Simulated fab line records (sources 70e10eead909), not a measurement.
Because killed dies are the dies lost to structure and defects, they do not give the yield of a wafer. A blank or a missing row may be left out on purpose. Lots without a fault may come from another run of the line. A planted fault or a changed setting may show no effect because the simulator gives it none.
A lot that was struck, set against a sound lot | flow nand-harc | 17 out of 1159 route steps
Sound: the wafers L714.2, L714.5, L714.6. Wafers L728.4, L728.5, L728.6 were the ones struck. The cause comes at the end.
At each step with rows: each side's tool, then ch and its chambers, then its first start. Under that, the readings that differ: sound wafers | struck wafers | difference of the means | sigmas: that difference in standard deviations of wafers without a fault.
alike: a reading whose means differ by less than 2 such deviations, as well as words and numbers matching on both sides. not compared: withheld readings; readings where some wafer has no value; bounds like >300 that might hide an equal value; numbers whose values overlap and for which the record gives no deviation.
Wherever a step has rows on one side only, a row that says differs or no value, or a row with sigmas, the two part there. When numbers do not overlap yet have no deviation, they are printed without sigmas and do not part them. Lack of a reading on every wafer of one side parts them only where that side has two or more wafers.

NHARC_P_GATE_CD_MEAS_46: target cd 720 nm.
  sound on cd-sem-01 ch 0, day 7 02:19; struck on cd-sem-02 ch 0, day 10 13:47
  alike: cd-nm
then, 1 step without rows for these wafers: NHARC_P_GATE_HARDBAKE_47 (time 80 s).
NHARC_P_GATE_DESCUM_48: chemistry O2, time 3 s.
  sound on rie-diel-05 ch 2,3, day 7 02:29; struck on rie-diel-01 ch 0,1,2, day 10 13:57
  alike: drypump-motor-current-A, oes-product-au, rf-vpp-V, showerhead-plenum-p-Torr, throttle-valve-pct
  not compared: rf-hours-counter-h
after that, 1 step had no rows for these wafers: NHARC_P_GATE_IMPLANT_49.
NHARC_P_GATE_STRIP_111: strips in N2/H2, time 250 s.
  sound on plasma-asher-01 ch 0,1, day 7 02:54; struck on plasma-asher-02 ch 0,1, day 10 14:28
  alike: drypump-motor-current-A, heater-power-w
  not compared: rf-hours-counter-h
NHARC_P_GATE_STRIP_75: strips in O2.
  sound on plasma-asher-01 ch 0,1, day 7 03:10; struck on plasma-asher-02 ch 0,1, day 10 14:39
  alike: drypump-motor-current-A, heater-power-w
  not compared: rf-hours-counter-h
then, 6 steps without rows for these wafers: NHARC_P_GATE_STRIP_50 (strips in SPM, time 900 s); NHARC_P_GATE_DEHYDRATE_51 (time 120 s); NHARC_P_GATE_HMDS_52 (time 30 s); NHARC_P_GATE_COAT_53; NHARC_P_GATE_SOFTBAKE_54 (time 95 s); NHARC_P_GATE_EBR_55.
NHARC_P_GATE_EXPOSE_56: exposes mask P PSD, target cd 720 nm.
  sound on krf-scanner-04 ch 0, day 7 03:55; struck on krf-scanner-01 ch 0, day 10 15:24
  reading              | sound                | struck               | difference | sigmas
  exposure-dose-mJ-cm2 | 14.785 14.773 14.761 | 16.327 16.338 16.348 | +1.565     | +92
  alike: mask
then, 2 steps without rows for these wafers: NHARC_P_GATE_PEB_57 (peb time 85 s); NHARC_P_GATE_DEVELOP_58 (time 70 s).
NHARC_P_GATE_CD_MEAS_59: target cd 720 nm.
  sound on cd-sem-02 ch 0, day 7 04:05; struck on cd-sem-01 ch 0, day 10 15:33
  reading    | sound             | struck            | difference | sigmas
  cd-nm (nm) | 721.2 720.5 720.5 | 739.0 738.8 738.0 | +17.9      | +13
then, 1 step without rows for these wafers: NHARC_P_GATE_HARDBAKE_60 (time 80 s).

WHERE THEY PART
First at NHARC_P_GATE_EXPOSE_56; last, within this record, at NHARC_P_GATE_CD_MEAS_59.

WHY: what had been put in by the simulator
Process parameter drift: krf-scanner-01, from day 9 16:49 on, at NHARC_P_GATE_EXPOSE_56. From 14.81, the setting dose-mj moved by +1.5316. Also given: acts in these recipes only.
